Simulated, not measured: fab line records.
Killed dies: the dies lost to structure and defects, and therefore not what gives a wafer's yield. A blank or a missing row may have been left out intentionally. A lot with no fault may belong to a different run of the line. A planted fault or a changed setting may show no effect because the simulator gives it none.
The tool behind it: which one? + flow nand_harc + 10 lots, 30 wafers sampled, at 4 steps of a route of 1302

WHAT THE GAUGES READ, wafer by wafer
NHARC_A_CHANNEL_HOLE_D2_CD_MEAS_31.
| lot  | measured     | on        | cd_nm (nm)     |
|------|--------------|-----------|----------------|
| L788 | day 13 22:17 | cd_sem-01 | 91.6 89.1 90.0 |
| L790 | day 14 03:22 | cd_sem-01 | 0.8 3.2 0.1    |
| L792 | day 15 06:41 | cd_sem-02 | 1.8 2.1 0.0    |
| L791 | day 15 08:53 | cd_sem-02 | 2.5 2.8 3.4    |
| L797 | day 17 23:37 | cd_sem-03 | 91.0 88.6 92.0 |
| L800 | day 18 05:19 | cd_sem-02 | 88.5 90.4 86.7 |
| L806 | day 20 17:28 | cd_sem-02 | 88.0 87.9 87.2 |
| L805 | day 20 21:38 | cd_sem-02 | 89.4 87.5 86.6 |
| L809 | day 22 02:34 | cd_sem-03 | 86.8 89.1 89.0 |
| L808 | day 22 02:38 | cd_sem-01 | 90.3 89.7 89.4 |

WHAT TOOL EACH LOT RAN ON (gives the tool, then ch and the chambers of the sampled wafers, and finally the start)
| lot  | NHARC_A_CHANNEL_HOLE_D2_ETCH_16               | NHARC_A_CHANNEL_HOLE_D2_ETCH_21  | NHARC_A_CHANNEL_HOLE_D2_ETCH_23  |
|------|-----------------------------------------------|----------------------------------|----------------------------------|
| L788 | rie_diel-11 ch 0,1,3, day 13 16:52 or earlier | har_etch-01 ch 0,1, day 13 16:52 | har_etch-01 ch 0,1, day 13 17:53 |
| L790 | rie_diel-11 ch 1,2, day 13 22:11 or earlier   | har_etch-01 ch 0,1, day 13 22:11 | har_etch-01 ch 0,1, day 13 23:14 |
| L792 | rie_diel-04 ch 1,2,3, day 15 01:37 or earlier | har_etch-01 ch 0,1, day 15 01:37 | har_etch-01 ch 0,1, day 15 02:37 |
| L791 | rie_diel-11 ch 0,3, day 15 03:53 or earlier   | har_etch-02 ch 0,1, day 15 03:53 | har_etch-02 ch 0,1, day 15 04:56 |
| L797 | rie_diel-04 ch 0,1,3, day 17 18:23 or earlier | har_etch-02 ch 0,1, day 17 18:23 | har_etch-02 ch 0,1, day 17 19:23 |
| L800 | rie_diel-11 ch 0,3, day 18 00:14 or earlier   | har_etch-01 ch 0,1, day 18 00:14 | har_etch-01 ch 0,1, day 18 01:15 |
| L806 | rie_diel-11 ch 1,2,3, day 20 12:22 or earlier | har_etch-01 ch 0,1, day 20 12:22 | har_etch-01 ch 0,1, day 20 13:22 |
| L805 | rie_diel-04 ch 0,1,3, day 20 16:37 or earlier | har_etch-01 ch 0,1, day 20 16:37 | har_etch-01 ch 0,1, day 20 17:40 |
| L809 | rie_diel-06 ch 1,2, day 21 21:31 or earlier   | har_etch-01 ch 0,1, day 21 21:31 | har_etch-01 ch 0,1, day 21 22:35 |
| L808 | rie_diel-04 ch 0,1,2, day 21 21:38 or earlier | har_etch-02 ch 1, day 21 21:38   | har_etch-02 ch 1, day 21 22:41   |
- NHARC_A_CHANNEL_HOLE_D2_ETCH_16: etches the open film in O2/COS, target depth 3100 nm, time 806 s.
- NHARC_A_CHANNEL_HOLE_D2_ETCH_21: etches the open film in C4F8/O2/Ar, time 514.3 s, target depth 1600 nm.
- NHARC_A_CHANNEL_HOLE_D2_ETCH_23: etches the open film in C4F8/O2/Ar, time 819 s, target depth 1600 nm.

THE ANSWER, worked out from the rows above alone
Rule: the usual values come from the lots themselves. The widest of any qualifying gaps counts: lots, ordered by their means at a reading, are off when they make up no more than a third of the lots, leave a main group of 4 or more, and stand apart from it by 3 or more times the standard deviation of that group's means. Not used: any main group whose means are identical at the precision the tables above print for the reading. A lot without any number at a reading at which 4 lots or more have one is off too. Any other lot the step has rows for is counted as sound.
Off: L790, L792, L791, at NHARC_A_CHANNEL_HOLE_D2_CD_MEAS_31 (cd_nm). Mean 89.0 nm and standard deviation 1.1 in the main group.
A tool fits if, at a process step before that reading, it ran every lot that is off, and no sound lot after the first of them. Those tools and the gauges at NHARC_A_CHANNEL_HOLE_D2_CD_MEAS_31 are tried in the same way. NHARC_A_CHANNEL_HOLE_D2_ETCH_16: start missing for some lots; hours and lot order therefore follow NHARC_A_CHANNEL_HOLE_D2_ETCH_21. Not one of the candidates tried fits.

WHAT THE SIMULATOR HAD PUT IN
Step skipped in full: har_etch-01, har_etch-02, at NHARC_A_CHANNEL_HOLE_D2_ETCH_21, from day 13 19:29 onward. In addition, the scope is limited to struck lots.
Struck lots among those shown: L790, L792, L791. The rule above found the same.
